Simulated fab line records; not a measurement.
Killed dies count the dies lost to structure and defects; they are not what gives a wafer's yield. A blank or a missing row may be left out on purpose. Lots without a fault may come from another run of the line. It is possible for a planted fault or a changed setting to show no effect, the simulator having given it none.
Matching of chambers || flow n5Finfet || N5_PASSIVATION_PECVD_53 on pecvd-04 has 3 sister chambers
The step deposits SiO2 from TEOS/O2, target thk 800 nm, time 169.4 s. 14 wafers are shown with their chamber, then 6 later ones without.

## WAFERS PAIRED WITH THEIR CHAMBERS
{"wafer": "L607.1", "chamber": 2, "runLengthS (s)": 198.3, "susceptorTempC (C)": 399.70}
{"wafer": "L607.3", "chamber": 0, "runLengthS (s)": 195.8, "susceptorTempC (C)": 400.00}
{"wafer": "L607.5", "chamber": 0, "runLengthS (s)": 196.3, "susceptorTempC (C)": 400.19}
{"wafer": "L611.1", "chamber": 2, "runLengthS (s)": 197.7, "susceptorTempC (C)": 400.33}
{"wafer": "L611.2", "chamber": 1, "runLengthS (s)": 197.1, "susceptorTempC (C)": 400.10}
{"wafer": "L611.5", "chamber": 2, "runLengthS (s)": 197.7, "susceptorTempC (C)": 400.07}
{"wafer": "L613.2", "chamber": 0, "runLengthS (s)": 196.2, "susceptorTempC (C)": 399.74}
{"wafer": "L613.4", "chamber": 2, "runLengthS (s)": 198.2, "susceptorTempC (C)": 399.98}
{"wafer": "L613.5", "chamber": 0, "runLengthS (s)": 196.7, "susceptorTempC (C)": 399.86}
{"wafer": "L615.1", "chamber": 0, "runLengthS (s)": 196.6, "susceptorTempC (C)": 399.96}
{"wafer": "L615.2", "chamber": 1, "runLengthS (s)": 197.7, "susceptorTempC (C)": 399.81}
{"wafer": "L615.3", "chamber": 2, "runLengthS (s)": 197.8, "susceptorTempC (C)": 400.07}
{"wafer": "L618.2", "chamber": 1, "runLengthS (s)": 196.8, "susceptorTempC (C)": 400.06}
{"wafer": "L618.4", "chamber": 1, "runLengthS (s)": 197.1, "susceptorTempC (C)": 400.07}

SIGNATURES, as means of the wafers listed above
{"reading": "runLengthS", "chamber 0": 196.320, "chamber 1": 197.175, "chamber 2": 197.940, "scatter within a chamber": 0.339}
{"reading": "susceptorTempC", "chamber 0": 399.9500, "chamber 1": 400.0100, "chamber 2": 400.0300, "scatter within a chamber": 0.184}
Rule: a wafer lies at a distance from a chamber equal to the root of the sum of squares, over the readings, of (its reading less the chamber's mean, divided by the reading's scatter). The wafer belongs to the nearest chamber; if the next one is less than 2 further off, it can't be placed. The scatter is the square root of a quotient: the sum, over the shown wafers, of each reading's squared deviation from its chamber's mean, divided by wafers minus chambers.

## WAFERS MISSING THEIR CHAMBER
{"wafer": "L618.6", "runLengthS (s)": 198.0, "susceptorTempC (C)": 400.14}
{"wafer": "L620.1", "runLengthS (s)": 195.9, "susceptorTempC (C)": 400.11}
{"wafer": "L620.2", "runLengthS (s)": 196.7, "susceptorTempC (C)": 399.88}
{"wafer": "L620.4", "runLengthS (s)": 195.9, "susceptorTempC (C)": 400.24}
{"wafer": "L621.5", "runLengthS (s)": 197.4, "susceptorTempC (C)": 399.89}
{"wafer": "L626.4", "runLengthS (s)": 198.3, "susceptorTempC (C)": 400.02}

## CHAMBER TAKEN BY EACH
{"wafer": "L618.6", "from the rows above": "can't be placed: 2 or 1", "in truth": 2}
{"wafer": "L620.1", "from the rows above": 0, "in truth": 0}
{"wafer": "L620.2", "from the rows above": "can't be placed: 0 or 1", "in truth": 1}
{"wafer": "L620.4", "from the rows above": "can't be placed: 0 or 1", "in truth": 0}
{"wafer": "L621.5", "from the rows above": "can't be placed: 1 or 2", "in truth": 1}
{"wafer": "L626.4", "from the rows above": 2, "in truth": 2}
Correct placement for 2 of the 6. Not placeable from these rows: 4 (in 4, the candidates include the true chamber). 0 placed wrongly.
